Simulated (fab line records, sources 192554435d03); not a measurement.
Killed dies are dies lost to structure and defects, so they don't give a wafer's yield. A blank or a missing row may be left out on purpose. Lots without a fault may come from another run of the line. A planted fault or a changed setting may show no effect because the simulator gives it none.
fab line records | flow n5_finfet
record lots=22 wafers=66 last_day=19
route steps=1938 shown BEOL_M1@800 BEOL_M2@841
lots that met no fault: from a run of the same line without faults
start_h: hours from the record's first day to the start of the lot's first wafer shown | wait_h: hours since the lot's step before | " the same as in the row above | L1.1+2: a row that stands for several wafers | - no value, or no start given | * or withheld: withheld | < > ~ a bound
route shown NAME@n: a module of which the file shows steps, and the number in the route of the first | usual: mean/standard deviation of fault-free wafers | same: alike in all rows | chamber/n: place in a boat | sites: the reading at each site | _std_site: their standard deviation | _edge_site: outer sites' mean less inner sites' | radius_mm: how far each site lies from the wafer's centre | mask NAME#n: copy n | behind: the tool/chamber that last shaped the wafer | hold: why the lot was held/for how many hours/how that ended | device: the transistor (n, p or np) that didn't switch | end of line: the same wafers' tests at the end of the route | a step without rows: its recipe alone | killed: dies lost to structure and defects at the first sort, not the wafer's yield | map: a wafer's dies, x killed, . not, _ none there
set.NAME: the setting as run; set.NAME@STEP: as run at that earlier step | model.NAME: the simulator's own value behind a step, which no gauge read
steps of the route over a sample of lots; a table a step, a row a wafer
services: from which hour (start_h, from the record's first day; less than 0 if before it) a tool's chamber was out of use, for how many hours, and why
## steps
# step N5_BEOL_M1_TRENCH_ETCH_37
# recipe chemistry=C4F6/O2 target_depth_a=552.07 target=SiOC time_s=29 ion_energy_ev=250 pressure_mtorr=30 source_w=355 bias_w=185 Ar_flow_sccm=300 C4F6_flow_sccm=10 O2_flow_sccm=10
# usual chamber_pressure_mTorr=30.002/0.027 drypump_motor_current_A=5.7/0.61 oes_product_au=0.82/0.081 rf_vpp_V=668/6.2 showerhead_plenum_p_Torr=2.86/0.091 throttle_valve_pct=20.83/0.2
# columns lot.wafer tool chamber start_h wait_h chamber_pressure_mTorr drypump_motor_current_A oes_product_au rf_hours_counter_h rf_vpp_V showerhead_plenum_p_Torr throttle_valve_pct
L074.2 rie_diel-06 1 - - 29.948 5.0 0.74 186 678 2.83 20.88
L074.3 " 2 " " 29.996 6.6 0.69 251 676 2.92 21.25
L074.5 " 3 " " 29.985 5.1 0.73 - 667 2.72 21.18
L075.2 rie_diel-01 2 - - 29.978 4.9 0.77 128 670 2.76 20.89
L075.4 " 1 " " 30.012 6.8 0.84 64 655 2.89 20.74
L075.6 " 0 " " 29.973 5.4 0.86 - 662 2.90 20.67
L076.1 rie_diel-06 1 - - 29.944 5.0 0.73 193 677 2.83 20.87
L076.2 " 0 " " 30.048 6.3 0.94 16 663 2.91 20.62
L076.5 " 0 " " 29.989 6.3 0.93 - 665 2.91 20.63
L077.2 rie_diel-04 1 - - 30.046 5.9 0.77 138 669 2.97 20.94
L077.4 " 2 " " 30.019 6.2 0.77 124 672 2.76 21.02
L077.6 " 3 " " 30.039 5.9 0.91 - 673 2.90 20.64
L078.2 rie_diel-04 3 - - 30.029 5.9 0.91 24 673 2.89 20.63
L078.3 " 0 " " 30.000 5.4 0.97 9 669 3.03 20.64
L078.5 " 3 " " 30.005 5.8 0.91 - 672 2.90 20.63
L079.1 rie_diel-06 1 - - 30.046 4.9 0.74 194 678 2.83 20.88
L079.2 " 0 " " 29.976 6.3 0.94 17 665 2.91 20.64
L079.4 " 2 " " 29.946 6.6 0.99 1 677 2.92 20.88
L080.3 rie_diel-01 2 - - 29.958 4.9 0.76 137 669 2.75 20.92
L080.5 " 1 " " 29.987 6.7 0.82 - 654 2.89 20.76
L080.6 " 0 " " 30.005 5.4 0.84 - 662 2.89 20.69
L081.2 rie_diel-01 1 - - 29.966 6.8 0.82 74 654 2.89 20.77
L081.3 " 0 " " 29.994 5.5 0.84 65 662 2.89 20.69
L081.5 " 2 " " 29.953 4.9 0.77 - 670 2.75 20.92
L082.1 rie_diel-06 1 - - 29.985 4.9 0.74 198 678 2.83 20.89
L082.3 " 2 " " 29.949 6.6 0.97 6 677 2.92 20.86
L082.4 " 3 " " 30.001 5.1 0.73 199 668 2.71 21.19
L083.1 rie_diel-01 0 - - 29.983 5.4 0.84 69 663 2.89 20.70
L083.3 " 2 " " 29.982 4.9 0.77 143 670 2.75 20.93
L083.5 " 1 " " 30.015 6.7 0.82 - 655 2.89 20.78
L084.2 rie_diel-01 3 - - 30.081 5.4 0.94 4 664 2.81 20.53
L084.4 " 1 " " 30.018 6.8 0.81 79 656 2.88 20.78
L084.6 " 2 " " 29.984 4.9 0.76 - 671 2.75 20.93
L087.1 rie_diel-01 0 - - 30.017 5.4 0.84 74 662 2.89 20.71
L087.2 " 3 " " 30.008 5.4 0.93 9 664 2.81 20.53
L087.5 " 3 " " 30.032 5.4 0.92 - 664 2.81 20.54
L085.1 rie_diel-01 3 - - 29.947 5.4 0.91 11 663 2.81 20.54
L085.4 " 2 " " 29.970 4.9 0.75 152 670 2.75 20.93
L085.5 " 0 " " 29.988 5.4 0.83 - 661 2.89 20.70
L088.2 rie_diel-04 3 - - 29.997 5.9 0.88 40 671 2.89 20.63
L088.3 " 1 " " 30.048 5.9 0.76 157 668 2.96 20.98
L088.5 " 1 " " 30.019 5.9 0.76 - 669 2.97 20.97
L089.2 rie_diel-04 3 - - 30.012 5.8 0.87 44 671 2.89 20.66
L089.3 " 2 " " 30.017 6.2 0.75 146 672 2.75 21.04
L089.4 " 0 " " 29.980 5.3 0.92 31 670 3.02 20.65
L090.1 rie_diel-01 2 - - 30.002 4.9 0.75 158 669 2.74 20.95
L090.3 " 1 " " 29.988 6.8 0.80 91 654 2.88 20.79
L090.6 " 0 " " 30.027 5.4 0.82 - 661 2.88 20.72
L091.2 rie_diel-04 3 - - 29.998 5.9 0.87 46 672 2.88 20.66
L091.5 " 3 " " 30.002 5.9 0.86 - 672 2.89 20.64
L091.6 " 0 " " 29.996 5.3 0.91 - 669 3.02 20.66
L092.1 rie_diel-06 3 - - 30.021 5.1 0.70 222 667 2.70 21.25
L092.5 " 2 " " 30.037 6.6 0.90 - 676 2.90 20.91
L092.6 " 1 " " 29.999 5.0 0.72 - 677 2.82 20.92
L093.2 rie_diel-06 2 - - 30.029 6.6 0.90 29 678 2.90 20.91
L093.4 " 0 " " 29.962 6.2 0.87 47 665 2.90 20.66
L093.6 " 3 " " 29.994 5.1 0.70 - 667 2.70 21.24
L095.2 rie_diel-04 3 - - 29.955 5.8 0.86 50 672 2.88 20.68
L095.5 " 0 " " 29.996 5.3 0.91 - 671 3.02 20.68
L095.6 " 1 " " 29.986 5.9 0.75 - 669 2.96 20.99
L096.1 rie_diel-04 1 - - 29.979 5.9 0.74 171 669 2.96 21.00
L096.3 " 3 " " 30.004 5.9 0.86 53 671 2.88 20.66
L096.4 " 2 " " 29.980 6.2 0.74 156 670 2.75 21.06
L097.2 rie_diel-06 3 - - 29.955 5.1 0.69 230 667 2.70 21.26
L097.3 " 2 " " 29.980 6.6 0.89 34 675 2.90 20.90
L097.5 " 3 " " 29.992 5.1 0.69 - 667 2.70 21.24
# step N5_BEOL_M1_STRIP_97
# recipe chemistry=N2/H2 time_s=10 power_w=450 temp_c=40 pressure_mtorr=20 rf_frequency_hz=6e+07 bias_power_w=7 n2_flow_sccm=200 h2_flow_sccm=200
# usual chamber_pressure_mTorr=20.004/0.018 drypump_motor_current_A=5.7/0.61 n2_flow_sccm=200.0/0.66 oes_product_au=0.82/0.08 rf_vpp_V=59.2/0.89 showerhead_plenum_p_Torr=2.55/0.088 throttle_valve_pct=23.64/0.22
# columns lot.wafer tool chamber start_h wait_h chamber_pressure_mTorr drypump_motor_current_A n2_flow_sccm oes_product_au rf_hours_counter_h rf_vpp_V showerhead_plenum_p_Torr throttle_valve_pct
L074.2 rie_diel-06 1 - - 20.038 4.9 199.9 0.74 186 57.5 2.52 23.61
L074.3 " 2 " " 20.009 6.6 200.5 0.69 251 59.5 2.60 24.17
L074.5 " 3 " " 19.991 5.1 200.5 0.72 - 59.1 2.42 24.03
L075.2 rie_diel-01 2 - - 20.018 4.9 201.2 0.77 128 58.7 2.44 23.62
L075.4 " 1 " " 20.017 6.7 200.4 0.83 64 58.8 2.58 23.61
L075.6 " 0 " " 20.010 5.4 199.9 0.85 - 59.6 2.58 23.47
L076.1 rie_diel-06 1 - - 20.024 4.9 199.0 0.73 193 59.5 2.52 23.63
L076.2 " 0 " " 20.000 6.2 201.5 0.94 16 58.6 2.60 23.59
L076.5 " 0 " " 19.963 6.2 201.6 0.94 - 59.7 2.60 23.58
L077.2 rie_diel-04 1 - - 20.015 5.9 200.0 0.78 138 60.1 2.65 23.70
L077.4 " 2 " " 19.961 6.2 199.5 0.79 124 59.1 2.45 24.02
L077.6 " 3 " " 19.986 5.9 200.6 0.92 - 59.6 2.59 23.49
L078.2 rie_diel-04 3 - - 19.991 5.9 201.4 0.92 24 60.6 2.59 23.49
L078.3 " 0 " " 20.006 5.4 201.2 0.96 9 59.2 2.71 23.36
L078.5 " 3 " " 19.979 5.8 201.3 0.91 - 58.8 2.59 23.50
L079.1 rie_diel-06 1 - - 20.010 5.0 199.5 0.74 194 58.7 2.52 23.62
L079.2 " 0 " " 19.981 6.2 200.6 0.93 17 60.4 2.60 23.60
L079.4 " 2 " " 19.985 6.6 200.0 0.99 1 59.3 2.60 23.80
L080.3 rie_diel-01 2 - - 19.979 4.9 199.8 0.77 137 58.6 2.44 23.64
L080.5 " 1 " " 20.008 6.8 199.7 0.83 - 59.6 2.57 23.63
L080.6 " 0 " " 20.003 5.5 200.7 0.85 - 59.1 2.58 23.48
L081.2 rie_diel-01 1 - - 20.032 6.8 200.4 0.82 74 58.8 2.57 23.62
L081.3 " 0 " " 20.004 5.5 199.0 0.85 65 58.1 2.58 23.46
L081.5 " 2 " " 20.028 4.9 198.8 0.76 - 58.6 2.44 23.63
L082.1 rie_diel-06 1 - - 19.976 4.9 200.3 0.74 198 59.4 2.52 23.62
L082.3 " 2 " " 20.026 6.6 200.5 0.96 6 58.1 2.60 23.82
L082.4 " 3 " " 20.006 5.1 200.0 0.73 199 58.9 2.42 24.04
L083.1 rie_diel-01 0 - - 20.010 5.4 200.1 0.85 69 58.3 2.58 23.50
L083.3 " 2 " " 19.997 4.9 200.3 0.77 143 58.8 2.44 23.65
L083.5 " 1 " " 20.029 6.7 200.2 0.82 - 59.9 2.57 23.64
L084.2 rie_diel-01 3 - - 19.994 5.4 199.6 0.94 4 60.3 2.49 23.29
L084.4 " 1 " " 19.991 6.8 200.9 0.82 79 59.9 2.57 23.64
L084.6 " 2 " " 19.988 4.9 199.9 0.77 - 59.2 2.44 23.66
L087.1 rie_diel-01 0 - - 19.985 5.5 200.3 0.84 74 59.8 2.58 23.49
L087.2 " 3 " " 20.032 5.4 199.8 0.92 9 59.6 2.49 23.29
L087.5 " 3 " " 19.987 5.4 200.2 0.92 - 59.5 2.49 23.30
L085.1 rie_diel-01 3 - - 20.028 5.4 199.9 0.91 11 58.4 2.48 23.29
L085.4 " 2 " " 20.040 4.9 199.0 0.76 152 57.6 2.43 23.65
L085.5 " 0 " " 20.007 5.5 199.3 0.84 - 59.4 2.58 23.50
L088.2 rie_diel-04 3 - - 20.011 5.9 199.9 0.89 40 57.1 2.58 23.52
L088.3 " 1 " " 20.019 5.9 199.6 0.76 157 59.4 2.65 23.73
L088.5 " 1 " " 19.999 5.9 200.2 0.76 - 57.8 2.65 23.73
L089.2 rie_diel-04 3 - - 19.998 5.8 199.1 0.87 44 59.5 2.58 23.53
L089.3 " 2 " " 19.991 6.2 199.7 0.75 146 58.1 2.44 24.03
L089.4 " 0 " " 20.008 5.3 199.1 0.91 31 58.2 2.70 23.38
L090.1 rie_diel-01 2 - - 19.984 4.9 200.7 0.75 158 58.3 2.43 23.66
L090.3 " 1 " " 20.006 6.8 200.4 0.80 91 60.1 2.56 23.66
L090.6 " 0 " " 20.040 5.5 200.1 0.83 - 59.2 2.57 23.49
L091.2 rie_diel-04 3 - - 19.987 5.9 199.7 0.86 46 59.5 2.58 23.53
L091.5 " 3 " " 20.008 5.9 198.5 0.87 - 59.3 2.58 23.52
L091.6 " 0 " " 20.015 5.3 200.5 0.90 - 60.7 2.70 23.40
L092.1 rie_diel-06 3 - - 19.981 5.1 199.7 0.70 222 57.3 2.41 24.07
L092.5 " 2 " " 20.001 6.6 200.4 0.89 - 58.1 2.59 23.84
L092.6 " 1 " " 19.984 4.9 200.1 0.71 - 57.8 2.51 23.66
L093.2 rie_diel-06 2 - - 19.988 6.6 199.8 0.91 29 59.3 2.59 23.86
L093.4 " 0 " " 19.975 6.2 199.6 0.87 47 57.6 2.59 23.63
L093.6 " 3 " " 20.006 5.1 200.4 0.70 - 57.0 2.41 24.07
L095.2 rie_diel-04 3 - - 20.044 5.9 200.6 0.87 50 58.5 2.57 23.54
L095.5 " 0 " " 19.996 5.3 200.6 0.90 - 59.4 2.70 23.40
L095.6 " 1 " " 20.014 5.9 200.3 0.76 - 59.0 2.64 23.74
L096.1 rie_diel-04 1 - - 20.005 5.9 198.9 0.75 171 59.8 2.64 23.73
L096.3 " 3 " " 20.024 5.8 200.1 0.86 53 60.7 2.57 23.54
L096.4 " 2 " " 19.998 6.2 199.6 0.76 156 59.6 2.43 24.04
L097.2 rie_diel-06 3 - - 19.988 5.1 199.7 0.69 230 59.8 2.40 24.06
L097.3 " 2 " " 20.003 6.6 199.7 0.89 35 59.6 2.59 23.84
L097.5 " 3 " " 19.997 5.1 200.9 0.69 - 58.4 2.40 24.08
# step N5_BEOL_M1_SPUTTER_81
# recipe material=Cu target_thk_a=45 temp_c=-20 chamber_pressure_pa=0.07 power_w=withheld time_s=8.29
# usual throttle_valve_pct=30.5/0.95
# columns lot.wafer tool chamber start_h wait_h throttle_valve_pct
L074.2 pvd_sputter-01 - 131.99 0.1 30.1
L074.3 " - " " 30.4
L074.5 " - " " 29.8
L075.2 pvd_sputter-03 - 146.04 0.1 29.9
L075.4 " - " " 29.3
L075.6 " - " " 31.8
L076.1 pvd_sputter-03 - 154.05 0.1 32.6
L076.2 " - " " 31.7
L076.5 " - " " 29.4
L077.2 pvd_sputter-01 - 154.15 0.1 30.6
L077.4 " - " " 31.0
L077.6 " - " " 30.3
L078.2 pvd_sputter-03 - 156.95 0.1 32.5
L078.3 " - " " 31.6
L078.5 " - " " 31.7
L079.1 pvd_sputter-01 - 157.31 0.1 30.2
L079.2 " - " " 30.9
L079.4 " - " " 30.4
L080.3 pvd_sputter-01 - 167.10 0.1 30.6
L080.5 " - " " 30.3
L080.6 " - " " 30.4
L081.2 pvd_sputter-03 - 171.44 0.1 31.6
L081.3 " - " " 29.2
L081.5 " - " " 29.3
L082.1 pvd_sputter-02 - 174.71 0.1 29.9
L082.3 " - " " 28.9
L082.4 " - " " 29.1
L083.1 pvd_sputter-01 - 187.09 0.1 30.1
L083.3 " - " " 31.2
L083.5 " - " " 30.5
L084.2 pvd_sputter-03 - 189.55 0.1 32.5
L084.4 " - " " 29.2
L084.6 " - " " 29.7
L087.1 pvd_sputter-03 - 205.31 0.1 31.9
L087.2 " - " " 29.8
L087.5 " - " " 32.1
L085.1 pvd_sputter-03 - 210.87 0.1 31.7
L085.4 " - " " 32.7
L085.5 " - " " 29.5
L088.2 pvd_sputter-03 - 214.39 0.1 29.3
L088.3 " - " " 32.7
L088.5 " - " " 31.7
L089.2 pvd_sputter-02 - 227.34 0.1 30.3
L089.3 " - " " 29.6
L089.4 " - " " 28.9
L090.1 pvd_sputter-01 - 229.05 0.1 30.4
L090.3 " - " " 30.2
L090.6 " - " " 30.4
L091.2 pvd_sputter-01 - 246.98 0.1 30.8
L091.5 " - " " 30.3
L091.6 " - " " 30.3
L092.1 pvd_sputter-01 - 248.82 0.1 30.8
L092.5 " - " " 31.0
L092.6 " - " " 29.8
L093.2 pvd_sputter-02 - 251.61 0.1 30.1
L093.4 " - " " 28.9
L093.6 " - " " 29.1
L095.2 pvd_sputter-03 - 260.28 0.1 31.8
L095.5 " - " " 29.6
L095.6 " - " " 31.9
L096.1 pvd_sputter-02 - 270.77 0.1 29.0
L096.3 " - " " 30.0
L096.4 " - " " 29.3
L097.2 pvd_sputter-01 - 272.37 0.1 30.5
L097.3 " - " " 31.0
L097.5 " - " " 30.9
# step N5_BEOL_M1_SPUTTER_92
# recipe material=Cu target_thk_a=45 temp_c=-20 chamber_pressure_pa=0.07 power_w=withheld time_s=8.29
# usual throttle_valve_pct=30.5/0.93
# columns lot.wafer tool chamber start_h wait_h throttle_valve_pct
L074.2 pvd_sputter-01 - 132.87 0.1 30.0
L074.3 " - " " 30.3
L074.5 " - " " 30.2
L075.2 pvd_sputter-03 - 146.92 0.1 29.9
L075.4 " - " " 29.0
L075.6 " - " " 31.7
L076.1 pvd_sputter-03 - 154.93 0.1 32.3
L076.2 " - " " 31.7
L076.5 " - " " 29.4
L077.2 pvd_sputter-01 - 155.14 0.1 30.4
L077.4 " - " " 31.1
L077.6 " - " " 30.4
L078.2 pvd_sputter-03 - 157.83 0.1 32.6
L078.3 " - " " 31.5
L078.5 " - " " 31.7
L079.1 pvd_sputter-01 - 158.19 0.1 30.3
L079.2 " - " " 30.9
L079.4 " - " " 30.4
L080.3 pvd_sputter-01 - 167.98 0.1 30.6
L080.5 " - " " 30.0
L080.6 " - " " 30.6
L081.2 pvd_sputter-03 - 172.32 0.1 31.7
L081.3 " - " " 29.2
L081.5 " - " " 29.0
L082.1 pvd_sputter-02 - 175.59 0.1 30.0
L082.3 " - " " 29.2
L082.4 " - " " 29.3
L083.1 pvd_sputter-01 - 187.97 0.1 30.1
L083.3 " - " " 31.0
L083.5 " - " " 30.4
L084.2 pvd_sputter-03 - 190.43 0.1 32.3
L084.4 " - " " 29.4
L084.6 " - " " 29.9
L087.1 pvd_sputter-03 - 206.19 0.1 31.8
L087.2 " - " " 29.6
L087.5 " - " " 32.1
L085.1 pvd_sputter-03 - 211.75 0.1 31.7
L085.4 " - " " 32.3
L085.5 " - " " 29.2
L088.2 pvd_sputter-03 - 215.27 0.1 29.5
L088.3 " - " " 32.5
L088.5 " - " " 31.8
L089.2 pvd_sputter-02 - 228.22 0.1 30.1
L089.3 " - " " 29.6
L089.4 " - " " 29.0
L090.1 pvd_sputter-01 - 229.93 0.1 30.6
L090.3 " - " " 30.2
L090.6 " - " " 30.3
L091.2 pvd_sputter-01 - 247.86 0.1 30.5
L091.5 " - " " 30.4
L091.6 " - " " 30.3
L092.1 pvd_sputter-01 - 249.70 0.1 31.0
L092.5 " - " " 30.8
L092.6 " - " " 30.2
L093.2 pvd_sputter-02 - 252.49 0.1 29.9
L093.4 " - " " 29.3
L093.6 " - " " 29.1
L095.2 pvd_sputter-03 - 261.16 0.1 31.8
L095.5 " - " " 29.9
L095.6 " - " " 31.8
L096.1 pvd_sputter-02 - 271.65 0.1 28.8
L096.3 " - " " 30.0
L096.4 " - " " 29.6
L097.2 pvd_sputter-01 - 273.25 0.1 30.6
L097.3 " - " " 31.0
L097.5 " - " " 30.8
# step N5_BEOL_M1_CMP_52
# recipe stop_on=SiOC t_overpolish_s=6.8 down_force_psi=1 platen_rpm=50 clearing_platen_down_force_psi=1.5 clearing_platen_rpm=50 post_cmp_clean=cu_alkaline target_thk_nm=40 clearing_platen_pad_velocity_m_s=0.99484 pad_velocity_m_s=0.99484
# usual barrier_field_endpoint_s=25.1/0.55 clearing_platen_down_force_psi=1.5001/0.0029 head_pressure_psi=1.0000/0.002 motor_current_A=6.2/0.48 overpolish_run_s=6.801/0.0085 time_to_endpoint_s=63.9/2.6
# columns lot.wafer tool chamber start_h wait_h barrier_field_endpoint_s clearing_platen_down_force_psi head_pressure_psi motor_current_A overpolish_run_s time_to_endpoint_s
L074.3 cmp-01 1 133.84 0.2 25.1 1.5015 1.0032 6.8 6.788 63.2
L074.2 " 3 " " 25.5 1.4990 0.9979 6.4 6.791 69.1
L074.5 " 0 " " 25.7 1.4997 0.9983 6.0 6.816 67.6
L075.4 cmp-04 2 147.85 0.1 25.7 1.5001 0.9996 5.2 6.804 64.9
L075.2 " 0 " " 25.4 1.5012 0.9993 6.6 6.809 64.2
L075.6 " 2 " " 25.3 1.4962 1.0024 5.1 6.798 64.2
L076.2 cmp-01 2 155.86 0.2 25.2 1.5031 0.9985 5.6 6.798 64.0
L076.1 " 1 " " 24.3 1.4991 1.0025 6.5 6.807 59.8
L076.5 " 2 " " 24.8 1.5034 0.9997 6.1 6.808 62.9
L077.4 cmp-01 2 156.09 0.1 25.3 1.5017 0.9992 6.0 6.812 63.7
L077.2 " 0 " " 25.3 1.5013 0.9973 6.2 6.807 68.2
L077.6 " 2 " " 25.2 1.4956 0.9998 5.8 6.790 65.5
L078.3 cmp-04 0 158.76 0.2 25.6 1.5003 1.0007 6.2 6.790 67.4
L078.2 " 3 " " 25.5 1.5014 1.0026 6.3 6.808 64.5
L078.5 " 1 " " 25.9 1.5067 1.0030 6.1 6.817 63.5
L079.2 cmp-01 0 159.12 0.2 25.2 1.5070 0.9983 6.3 6.797 67.1
L079.4 " 1 " " 25.7 1.4999 0.9994 6.8 6.787 66.6
L079.1 " 2 " " 25.2 1.4945 1.0020 5.8 6.798 71.1
L080.3 cmp-01 0 168.91 0.2 25.4 1.5016 1.0027 6.1 6.804 69.1
L080.6 " 0 " " 25.5 1.4986 1.0023 6.2 6.805 66.6
L080.5 " 1 " " 24.8 1.4998 0.9991 6.4 6.802 67.8
L081.2 cmp-01 1 173.30 0.2 24.7 1.5056 1.0016 6.2 6.825 59.3
L081.3 " 3 " " 25.0 1.5044 0.9997 6.4 6.801 62.2
L081.5 " 0 " " 25.4 1.5043 1.0017 5.6 6.814 64.0
L082.4 cmp-01 3 176.53 0.1 25.0 1.5007 1.0019 6.8 6.793 62.7
L082.1 " 1 " " 25.1 1.5001 1.0028 6.4 6.807 64.4
L082.3 " 2 " " 24.8 1.5033 1.0006 5.7 6.797 63.3
L083.1 cmp-03 3 188.93 0.3 24.8 1.4963 1.0009 6.1 6.784 65.3
L083.3 " 1 " " 25.0 1.4950 0.9964 5.3 6.799 65.4
L083.5 " 0 " " 24.7 1.4985 0.9991 5.8 6.795 60.9
L084.2 cmp-03 2 191.37 0.2 24.5 1.5040 1.0011 6.8 6.798 63.7
L084.4 " 1 " " 25.2 1.4993 1.0000 5.4 6.801 66.0
L084.6 " 2 " " 24.9 1.5000 0.9965 7.0 6.805 63.6
L087.1 cmp-01 0 207.56 0.4 25.0 1.5023 1.0003 6.0 6.799 68.0
L087.2 " 2 " " 24.6 1.4974 1.0023 5.8 6.788 63.0
L087.5 " 0 " " 24.5 1.4971 0.9986 6.2 6.794 62.0
L085.4 cmp-04 0 212.72 0.2 24.9 1.4950 1.0013 6.3 6.802 60.1
L085.1 " 2 " " 24.2 1.4993 0.9994 5.2 6.799 61.0
L085.5 " 0 " " 25.1 1.4991 0.9996 6.4 6.789 59.1
L088.3 cmp-04 1 216.22 0.2 24.1 1.4968 1.0015 6.1 6.810 60.9
L088.2 " 2 " " 24.6 1.4996 1.0012 5.0 6.811 64.0
L088.5 " 2 " " 24.8 1.5058 0.9971 5.2 6.808 62.5
L089.2 cmp-01 2 229.30 0.2 24.7 1.4999 1.0017 5.9 6.791 63.2
L089.4 " 0 " " 25.8 1.4990 0.9994 6.0 6.798 65.0
L089.3 " 1 " " 24.7 1.4939 1.0010 6.7 6.800 61.3
L090.3 cmp-01 0 231.59 0.2 24.7 1.5010 0.9978 6.3 6.793 64.7
L090.1 " 1 " " 24.5 1.5016 0.9981 6.5 6.798 62.9
L090.6 " 1 " " 24.8 1.5034 0.9988 6.5 6.804 58.2
L091.2 cmp-01 2 248.85 0.3 25.1 1.5000 1.0006 5.7 6.797 65.5
L091.6 " 1 " " 26.1 1.5005 1.0020 6.8 6.812 61.9
L091.5 " 2 " " 25.4 1.4995 0.9993 5.7 6.805 64.2
L092.1 cmp-04 1 250.73 0.3 25.0 1.4965 1.0032 6.1 6.799 63.1
L092.5 " 3 " " 24.7 1.5070 0.9994 6.5 6.790 61.4
L092.6 " 0 " " 25.3 1.5000 1.0009 6.5 6.800 62.2
L093.2 cmp-01 1 253.52 0.3 25.3 1.5013 0.9993 6.7 6.813 66.9
L093.4 " 2 " " 25.1 1.5031 0.9969 5.8 6.786 66.0
L093.6 " 0 " " 25.5 1.5007 0.9975 6.2 6.805 65.8
L095.2 cmp-01 2 262.14 0.2 24.9 1.5001 0.9992 5.7 6.792 65.0
L095.5 " 1 " " 24.7 1.4998 1.0021 6.8 6.800 60.2
L095.6 " 2 " " 25.3 1.4990 0.9993 5.7 6.814 63.2
L096.4 cmp-03 0 272.58 0.1 24.7 1.4982 0.9970 5.7 6.796 62.7
L096.3 " 1 " " 24.1 1.5009 0.9998 5.5 6.795 61.5
L096.1 " 3 " " 24.0 1.4978 0.9999 5.7 6.796 59.8
L097.3 cmp-03 3 274.22 0.2 25.7 1.4994 0.9976 5.3 6.796 63.6
L097.2 " 1 " " 25.7 1.5068 0.9988 5.5 6.808 64.2
L097.5 " 2 " " 25.8 1.4989 1.0007 6.5 6.805 66.1
# step N5_BEOL_M2_ILD_DEP_00
# recipe material=SiOC target_thk_a=790 temp_c=350 precursor=DEMS/O2 pressure_torr=5 rf_w=500 time_s=15.3
# usual heater_power_w=510/99 showerhead_plenum_p_Torr=5.698/0.019 showerhead_vpp_V=1433/71 throttle_valve_pct=12.3/0.51
# columns lot.wafer tool chamber start_h wait_h heater_power_w showerhead_plenum_p_Torr showerhead_vpp_V throttle_valve_pct
L074.2 pecvd-03 2 134.42 0.0 533 5.684 1360 11.9
L074.3 " 0 " " 477 5.708 1434 12.1
L074.5 " 2 " " 527 5.681 1407 11.6
L075.2 pecvd-04 1 148.47 0.0 359 5.674 1516 12.0
L075.4 " 2 " " 445 5.686 1524 11.3
L075.6 " 1 " " 353 5.685 1520 12.4
L076.1 pecvd-01 0 156.51 0.0 591 5.706 1375 12.2
L076.2 " 2 " " 672 5.716 1483 12.3
L076.5 " 0 " " 599 5.714 1372 12.3
L077.2 pecvd-03 1 156.71 0.0 490 5.695 1443 12.4
L077.4 " 2 " " 522 5.686 1376 11.7
L077.6 " 1 " " 496 5.675 1468 12.3
L078.2 pecvd-04 1 159.38 0.0 378 5.679 1532 12.2
L078.3 " 2 " " 444 5.683 1561 11.5
L078.5 " 1 " " 387 5.667 1499 12.0
L079.1 pecvd-04 0 159.75 0.0 541 5.685 1305 11.9
L079.2 " 1 " " 311 5.682 1521 12.4
L079.4 " 1 " " 325 5.674 1523 12.3
L080.3 pecvd-03 1 169.53 0.0 528 5.692 1448 12.2
L080.5 " 0 " " 437 5.705 1414 12.4
L080.6 " 1 " " 538 5.696 1460 12.2
L081.2 pecvd-04 2 173.92 0.0 403 5.686 1559 11.7
L081.3 " 1 " " 380 5.681 1505 12.1
L081.5 " 1 " " 392 5.672 1528 12.0
L082.1 pecvd-03 0 177.14 0.0 533 5.706 1418 12.5
L082.3 " 1 " " 543 5.689 1443 12.4
L082.4 " 2 " " 538 5.693 1369 11.8
L083.1 pecvd-01 2 189.55 0.0 719 5.716 1454 12.4
L083.3 " 1 " " 453 5.705 1476 13.2
L083.5 " 2 " " 593 5.725 1459 12.5
L084.2 pecvd-01 2 191.98 0.0 726 5.734 1479 12.5
L084.4 " 0 " " 608 5.712 1355 12.4
L084.6 " 2 " " 711 5.711 1458 12.4
L087.1 pecvd-04 2 208.14 0.0 413 5.677 1561 11.6
L087.2 " 1 " " 379 5.673 1538 12.2
L087.5 " 1 " " 386 5.682 1514 12.2
L085.1 pecvd-03 1 213.30 0.0 509 5.688 1428 12.3
L085.4 " 2 " " 468 5.689 1394 11.8
L085.5 " 0 " " 509 5.711 1438 12.3
L088.2 pecvd-01 0 216.84 0.0 572 5.719 1350 12.4
L088.3 " 2 " " 648 5.738 1451 12.4
L088.5 " 2 " " 637 5.728 1437 12.5
L089.2 pecvd-03 0 229.96 0.0 460 5.695 1444 12.6
L089.3 " 2 " " 463 5.688 1382 11.7
L089.4 " 0 " " 467 5.709 1407 12.4
L090.1 pecvd-01 2 232.21 0.0 661 5.725 1434 12.2
L090.3 " 0 " " 616 5.695 1364 12.2
L090.6 " 1 " " 439 5.710 1453 13.1
L091.2 pecvd-01 1 249.45 0.0 448 5.687 1452 13.2
L091.5 " 0 " " 621 5.708 1396 12.6
L091.6 " 2 " " 627 5.732 1464 12.5
L092.1 pecvd-01 1 251.27 0.0 415 5.693 1460 13.1
L092.5 " 0 " " 602 5.711 1386 12.5
L092.6 " 1 " " 399 5.683 1467 13.2
L093.2 pecvd-01 1 254.09 0.0 464 5.698 1446 13.1
L093.4 " 1 " " 454 5.695 1458 13.2
L093.6 " 2 " " 645 5.735 1450 12.7
L095.2 pecvd-01 1 262.71 0.0 369 5.675 1423 13.3
L095.5 " 0 " " 566 5.707 1401 12.6
L095.6 " 1 " " 374 5.697 1451 13.3
L096.1 pecvd-04 0 273.20 0.0 627 5.685 1288 12.0
L096.3 " 2 " " 396 5.667 1565 11.7
L096.4 " 0 " " 616 5.691 1281 12.1
L097.2 pecvd-03 0 274.80 0.0 466 5.686 1435 12.3
L097.3 " 1 " " 454 5.688 1432 12.5
L097.5 " 1 " " 457 5.689 1445 12.2
## services
# columns tool chamber start_h hours kind
rie_diel-06 2 114.51 5.9 repair
rie_diel-06 - 116.53 12.6 repair
cmp-04 - 118.72 4.0 pm
pvd_sputter-01 - 139.40 1.8 repair
pecvd-03 - 154.73 0.5 repair
pecvd-03 2 179.72 4.0 repair
rie_diel-06 1 183.64 4.6 repair
pvd_sputter-02 - 186.11 7.3 repair
rie_diel-01 0 196.72 1.8 repair
rie_diel-01 1 196.83 5.2 repair
cmp-04 - 199.95 6.6 pm
pecvd-04 - 200.31 1.6 repair
rie_diel-06 - 213.84 2.8 pm
pecvd-03 - 214.46 1.7 repair
cmp-01 - 219.42 6.5 repair
pecvd-03 - 225.74 3.7 repair
pecvd-01 0 227.89 4.0 repair
rie_diel-04 - 228.29 14.6 pm
cmp-01 - 232.07 3.1 pm
cmp-01 - 240.79 0.9 repair
rie_diel-01 2 247.70 9.1 repair
rie_diel-04 2 255.92 2.1 repair
cmp-04 - 257.06 1.3 repair
rie_diel-01 3 261.33 9.2 repair
## key
fault none
